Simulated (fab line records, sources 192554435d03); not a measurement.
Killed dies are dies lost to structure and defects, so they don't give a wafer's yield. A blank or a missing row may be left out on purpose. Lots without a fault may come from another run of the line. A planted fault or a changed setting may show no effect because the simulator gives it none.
Which tool did it? | flow n5_finfet | 11 lots, 33 wafers sampled, at 3 steps of a route of 1938

WHAT THE GAUGES READ, wafer by wafer
N5_MIM_BOT_LITHO_CD_MEAS_08: target cd 3000 nm.
lot  | measured     | on        | cd_nm (nm)
L521 | day 11 23:52 | cd_sem-01 | 3001.4 3000.6 3001.2
L522 | day 12 03:08 | cd_sem-02 | 3001.1 3001.0 3003.1
L523 | day 12 07:19 | cd_sem-01 | 2999.2 3001.5 3000.7
L524 | day 13 01:19 | cd_sem-02 | 2998.1 3000.2 2998.6
L525 | day 13 01:35 | cd_sem-03 | 2998.2 2995.9 2997.1
L526 | day 13 13:11 | cd_sem-03 | 3001.3 3002.8 3002.0
L528 | day 13 15:04 | cd_sem-03 | 2999.7 3001.6 2999.6
L529 | day 14 05:20 | cd_sem-01 | 3001.7 3001.3 3001.3
L538 | day 16 10:19 | cd_sem-03 | 2999.9 3000.0 3000.2
L542 | day 18 01:34 | cd_sem-01 | 3002.2 3000.6 3002.4
L541 | day 18 05:37 | cd_sem-02 | 2999.7 3000.4 3001.6

WHICH TOOL RAN EACH LOT (tool, then ch and the chambers of the sampled wafers, then the start)
lot  | N5_BEOL_M15_ETCH_61                | N5_MIM_TOP_ALD_01
L521 | rie_diel-05 ch 0,1,3, day 11 15:28 | ald_hk-02 ch 1,2,3, day 11 23:52 or earlier
L522 | rie_diel-01 ch 0,2,3, day 11 17:56 | ald_hk-02 ch 0,1, day 12 03:08 or earlier
L523 | rie_diel-01 ch 0,1,3, day 11 23:10 | ald_hk-02 ch 1,2,3, day 12 07:19 or earlier
L524 | rie_diel-01 ch 1,2, day 12 16:02   | ald_hk-02 ch 0,2,3, day 13 01:19 or earlier
L525 | rie_diel-01 ch 0,1, day 12 18:20   | ald_hk-03 ch 2,3, day 13 01:35 or earlier
L526 | rie_diel-01 ch 0,1,3, day 13 04:07 | ald_hk-02 ch 0,1,3, day 13 13:11 or earlier
L528 | rie_diel-05 ch 0,1,2, day 13 04:28 | ald_hk-03 ch 1,3, day 13 15:04 or earlier
L529 | rie_diel-05 ch 2,3, day 13 21:49   | ald_hk-03 ch 0,3, day 14 05:20 or earlier
L538 | rie_diel-05 ch 0,1,3, day 16 01:19 | ald_hk-02 ch 1,2,3, day 16 10:19 or earlier
L542 | rie_diel-02 ch 0,2, day 17 15:16   | ald_hk-02 ch 0,2,3, day 18 01:34 or earlier
L541 | rie_diel-02 ch 1,2, day 17 19:27   | ald_hk-01 ch 1,2, day 18 05:37 or earlier
- N5_BEOL_M15_ETCH_61: etches BARC in N2/H2, target depth 89 nm, overetch 26.7 nm, time 67.9 s.
- N5_MIM_TOP_ALD_01: deposits HfO2, target thk 5.6 nm, pulse time 1 s, purge time 3 s.

THE ANSWER, worked out from the rows above alone
Rule: what is usual is taken from the lots themselves. Put in order of their means at a reading, lots are off if they are a third of the lots or fewer, leave a main group of 4 or more, and stand apart from it by a gap of 3 or more times the standard deviation of the main group's means; of several such gaps the widest counts. A main group whose means are all the same, to the digits that the tables above print for the reading, isn't used. A lot without any number at a reading at which 4 lots or more have one is off too. The other lots that the step has rows for count as sound.
No lot is off at any reading shown: from this, nothing can be told.

WHAT THE SIMULATOR HAD PUT IN
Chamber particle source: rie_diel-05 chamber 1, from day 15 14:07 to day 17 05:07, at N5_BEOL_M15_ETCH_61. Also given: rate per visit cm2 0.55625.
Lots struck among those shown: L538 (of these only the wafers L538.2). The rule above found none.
